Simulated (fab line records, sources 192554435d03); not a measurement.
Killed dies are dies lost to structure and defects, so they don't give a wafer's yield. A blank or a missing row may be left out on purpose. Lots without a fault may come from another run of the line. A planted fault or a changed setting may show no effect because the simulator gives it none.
A struck lot beside a sound one | flow n5_finfet | 15 steps out of a route of 1938
Sound: wafers L696.1, L696.3, L696.6. Struck: wafers L712.4, L712.5, L712.6. The cause comes at the end.
At each step with rows: each side's tool, then ch and its chambers, then its first start. Under that, the readings that differ: sound wafers | struck wafers | difference of the means | sigmas: that difference in standard deviations of wafers without a fault.
alike: readings whose means differ by less than 2 such deviations, and words and numbers that are the same on both sides. not compared: withheld readings, readings that some wafer has no value for, bounds like >300 that may hide the same value, and numbers for which the record gives no deviation and whose values overlap.
The two part at a step that has a row with sigmas, a row that says differs or no value, or rows on one side only. Numbers that don't overlap but have no deviation are shown without sigmas and don't part them. A reading that every wafer of one side lacks parts them only if that side has two wafers or more.

first, 6 steps without rows for these wafers: N5_MIM_BOT_LITHO_EBR_04; N5_MIM_BOT_LITHO_SOFTBAKE_03 (time 90 s); N5_MIM_BOT_LITHO_EXPOSE_05 (exposes mask MIM BOT); N5_MIM_BOT_LITHO_PEB_06; N5_MIM_BOT_LITHO_DEVELOP_07 (develop time 60 s); N5_MIM_BOT_LITHO_HARDBAKE_09 (time 120 s).
N5_MIM_BOT_LITHO_CD_MEAS_08: target cd 3000 nm.
  sound on cd_sem-03 ch 0, day 12 15:55; struck on cd_sem-03 ch 0, day 16 07:11
  alike: cd_nm
N5_MIM_BOT_LITHO_OVL_MEAS_11:
  sound on overlay-01 ch 0, day 12 15:57; struck on overlay-01 ch 0, day 16 07:13
  alike: MIM_BOT_OVL
N5_MIM_BOT_LITHO_INSPECT_12: inspects for defects (macro).
  sound on defect_inspect-01, day 12 15:58; struck on defect_inspect-02, day 16 07:14
  alike: raw_defect_count
N5_MIM_BOT_LITHO_DESCUM_10: chemistry O2, time 7.9 s.
  sound on rie_diel-04 ch 0,2,3, day 12 16:00; struck on rie_diel-04 ch 2,3, day 16 07:17
  alike: drypump_motor_current_A, oes_product_au, rf_vpp_V, showerhead_plenum_p_Torr, throttle_valve_pct
  not compared: rf_hours_counter_h
N5_MIM_BOT_ETCH_ETCH_04: etches SiNx in CF4/O2, target depth 26 nm, time 13 s.
  sound on rie_diel-04 ch 0,2,3, day 12 16:04; struck on rie_diel-04 ch 2,3, day 16 07:20
  alike: drypump_motor_current_A, mfc_ar_sccm, oes_o_777_au, oes_product_au, rf_vpp_V, showerhead_plenum_p_Torr, throttle_valve_pct
  not compared: rf_hours_counter_h
N5_MIM_BOT_ETCH_ETCH_03: etches the open film in Cl2/BCl3, target depth 12 nm.
  sound on rie_metal-01 ch 0,1, day 12 16:10; struck on rie_metal-03 ch 0,1, day 16 07:28
  reading                     | sound       | struck      | difference | sigmas
  drypump_motor_current_A (A) | 5.5 5.7 5.7 | 6.4 6.4 6.2 | +0.7       | +2
  alike: oes_product_au, throttle_valve_pct
  not compared: rf_hours_counter_h
N5_MIM_BOT_ETCH_ETCH_00: etches TiN in Cl2/BCl3, target depth 45.5 nm.
  sound on rie_metal-01 ch 0,1, day 12 16:15; struck on rie_metal-03 ch 0,1, day 16 07:34
  reading                     | sound             | struck            | difference | sigmas
  drypump_motor_current_A (A) | 5.5 5.7 5.7       | 6.4 6.4 6.2       | +0.7       | +2
  model.etch.depth_nm (nm)    | 45.09 47.07 46.82 | 39.78 40.16 38.43 | -6.87      |
  alike: mfc_ar_sccm, oes_product_au, throttle_valve_pct
  not compared: rf_hours_counter_h
N5_MIM_BOT_ETCH_STRIP_01: strips in O2.
  sound on rie_diel-04 ch 1,2, day 12 16:23; struck on rie_diel-06 ch 1,2,3, day 16 07:41
  alike: drypump_motor_current_A, oes_product_au, rf_vpp_V, showerhead_plenum_p_Torr, throttle_valve_pct
  not compared: rf_hours_counter_h
N5_PASSIVATION_PROBE_49:
  the record has rows for the sound wafers here (prober-02, day 13 00:14) and none for the struck ones

WHERE THEY PART
First at N5_MIM_BOT_ETCH_ETCH_03; last, within this record, at N5_PASSIVATION_PROBE_49.

WHY: what the simulator had put in
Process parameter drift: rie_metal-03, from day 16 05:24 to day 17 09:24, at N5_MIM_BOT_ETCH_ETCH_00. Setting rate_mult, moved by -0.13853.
